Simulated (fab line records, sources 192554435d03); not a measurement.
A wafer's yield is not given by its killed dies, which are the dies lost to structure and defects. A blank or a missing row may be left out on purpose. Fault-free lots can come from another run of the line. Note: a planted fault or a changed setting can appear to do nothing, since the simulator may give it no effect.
Chamber matching / flow n5Finfet / N5_BEOL_M0_SAQP_ILD_DEP_01 on pecvd-04: 3 sister chambers
The step deposits SiOC from DEMS/O2, target thk 45.419 nm, time 8.7 s. 6 wafers are shown with their chamber, then 9 later ones without.

== WAFERS WITH THEIR CHAMBER ==
wafer=L082.6; chamber=2; throttleValvePct (%)=10.6; heaterPowerW (W)=594
wafer=L088.2; chamber=2; throttleValvePct (%)=10.9; heaterPowerW (W)=594
wafer=L088.5; chamber=1; throttleValvePct (%)=11.8; heaterPowerW (W)=401
wafer=L089.1; chamber=1; throttleValvePct (%)=11.8; heaterPowerW (W)=412
wafer=L089.2; chamber=0; throttleValvePct (%)=12.2; heaterPowerW (W)=410
wafer=L089.4; chamber=0; throttleValvePct (%)=12.2; heaterPowerW (W)=409

== WAFERS WITHOUT THEIR CHAMBER ==
wafer=L091.1; throttleValvePct (%)=12.1; heaterPowerW (W)=441
wafer=L091.3; throttleValvePct (%)=11.1; heaterPowerW (W)=601
wafer=L091.4; throttleValvePct (%)=12.1; heaterPowerW (W)=430
wafer=L096.2; throttleValvePct (%)=12.1; heaterPowerW (W)=375
wafer=L096.3; throttleValvePct (%)=11.1; heaterPowerW (W)=581
wafer=L096.4; throttleValvePct (%)=11.7; heaterPowerW (W)=398
wafer=L097.1; throttleValvePct (%)=11.0; heaterPowerW (W)=525
wafer=L097.2; throttleValvePct (%)=11.9; heaterPowerW (W)=410
wafer=L097.6; throttleValvePct (%)=11.1; heaterPowerW (W)=507

== WHICH CHAMBER EACH WENT THROUGH ==
wafer=L091.1; from the rows above=can't be placed: 0 or 1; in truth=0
wafer=L091.3; from the rows above=2; in truth=2
wafer=L091.4; from the rows above=can't be placed: 0 or 1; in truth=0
wafer=L096.2; from the rows above=can't be placed: 1 or 0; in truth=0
wafer=L096.3; from the rows above=2; in truth=2
wafer=L096.4; from the rows above=1; in truth=1
wafer=L097.1; from the rows above=2; in truth=2
wafer=L097.2; from the rows above=can't be placed: 1 or 0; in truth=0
wafer=L097.6; from the rows above=2; in truth=2
Correctly placed: 5 of 9. Not placeable from these rows: 4 (in 4, the candidates include the true chamber). Number placed wrongly: 0.
How it was worked out, from the rows above alone: a wafer's distance from a chamber is the root of the sum, over the readings, of the square of ((its reading less the chamber's mean) divided by the reading's scatter). The wafer belongs to the nearest chamber; if the next one is less than 2 further off, it can't be placed. For every chamber, the mean is computed from those of its wafers that are shown. How the scatter is found: for the shown wafers, subtract from each reading the mean of its chamber, square and add these, divide the total by (wafers less chambers), then take the root.
